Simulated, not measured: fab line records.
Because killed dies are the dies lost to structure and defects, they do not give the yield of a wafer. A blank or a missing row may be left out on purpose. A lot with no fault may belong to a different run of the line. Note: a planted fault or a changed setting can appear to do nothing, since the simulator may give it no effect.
Lot-split experiment -- flow n5_finfet -- 7 lots, 21 wafers read, on a route of 1938 steps

THE SPLIT
At N5_MIM_BOT_LITHO_EXPOSE_05 (exposes mask MIM BOT), the setting dose_mj was moved away from the recipe's 24.25 on 4 of the 21 wafers read, by -7.5% to +5.5%. For the rest of the wafers, this setting stayed at what the recipe calls for.

FROM THE SPLIT TO THE READING: what the file shows between them, 3 steps
- N5_MIM_BOT_LITHO_PEB_06
- N5_MIM_BOT_LITHO_DEVELOP_07: develop time 60 s
- N5_MIM_BOT_LITHO_HARDBAKE_09: time 120 s

THE READING
cd_nm at N5_MIM_BOT_LITHO_CD_MEAS_08, given in nm (cd target 3000 nm). Fault-free wafers of this fab line usually give 3000.6 nm, standard deviation 2.1 nm.

wafer,"tool, chamber at the split",dose_mj as run,against the recipe,"cd_nm, nm",against lot-mates on the recipe
L074.1,"krf_scanner-02, 0",24.25,recipe,3004.5,-
L074.2,"krf_scanner-02, 0",24.25,recipe,3000.5,-
L074.3,"krf_scanner-02, 0",24.25,recipe,3003.4,-
L077.3,"krf_scanner-01, 0",24.25,recipe,3004.4,-
L077.4,"krf_scanner-01, 0",24.25,recipe,3004.3,-
L077.5,"krf_scanner-01, 0",25.59,+5.5%,3011.4,+7.0
L078.2,"krf_scanner-02, 0",24.25,recipe,2997.6,-
L078.4,"krf_scanner-02, 0",24.25,recipe,2996.9,-
L078.5,"krf_scanner-02, 0",24.25,recipe,3001.1,-
L081.3,"krf_scanner-02, 0",24.25,recipe,3001.4,-
L081.4,"krf_scanner-02, 0",24.25,recipe,3001.7,-
L081.5,"krf_scanner-02, 0",22.44,-7.5%,2988.2,-13.4
L084.1,"krf_scanner-02, 0",24.25,recipe,3001.3,-
L084.4,"krf_scanner-02, 0",24.25,recipe,3000.5,-
L084.5,"krf_scanner-02, 0",24.25,recipe,3001.9,-
L087.1,"krf_scanner-02, 0",24.25,recipe,2999.6,-
L087.3,"krf_scanner-02, 0",24.25,recipe,2997.9,-
L087.4,"krf_scanner-02, 0",25.17,+3.8%,3006.1,+7.3
L094.3,"krf_scanner-02, 0",24.25,recipe,2997.2,-
L094.4,"krf_scanner-02, 0",24.25,recipe,2997.1,-
L094.6,"krf_scanner-02, 0",25.53,+5.3%,3009.0,+11.9

THE FIT
A straight line over all 21 wafers: cd_nm changes by +1.69 nm for each +1% of dose_mj; r = +0.87; the points scatter about the line by 2.4 nm.
The same after taking each lot's own level away (the mean of its wafers on the recipe; 21 wafers): +1.78 nm for each +1%; r = +0.96; scatter 1.4 nm.
Per that fit: largest dose_mj move, reading shift of 13 nm.
The span of the lots' own levels, 2997.15 to 3004.35 nm, comes to 3.4 times the standard deviation stated above.
The two slopes are in agreement: the lot-to-lot level therefore moves the slope only a little.
Check: for one of the wafers moved furthest among these (-7.5%), held out of the fit, the line's prediction against its lot-mates is -13.2 nm. Against them it came out at -13.4 nm.

THE OTHER SPLITS THESE WAFERS WENT THROUGH
Note: prior to the reading, these wafers also went through further splits. Each is held against what the fit with the lots' levels taken away leaves over:
other split on the same wafers,wafers away from the commonest value,r with cd_nm (lot level and that fit taken away)
N5_BEOL_M15_PEB_26 peb_temp_c,7,-0.11

FILE'S OWN FIT
cd_nm changes by +1.78 nm for each +1% of dose_mj, r = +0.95.
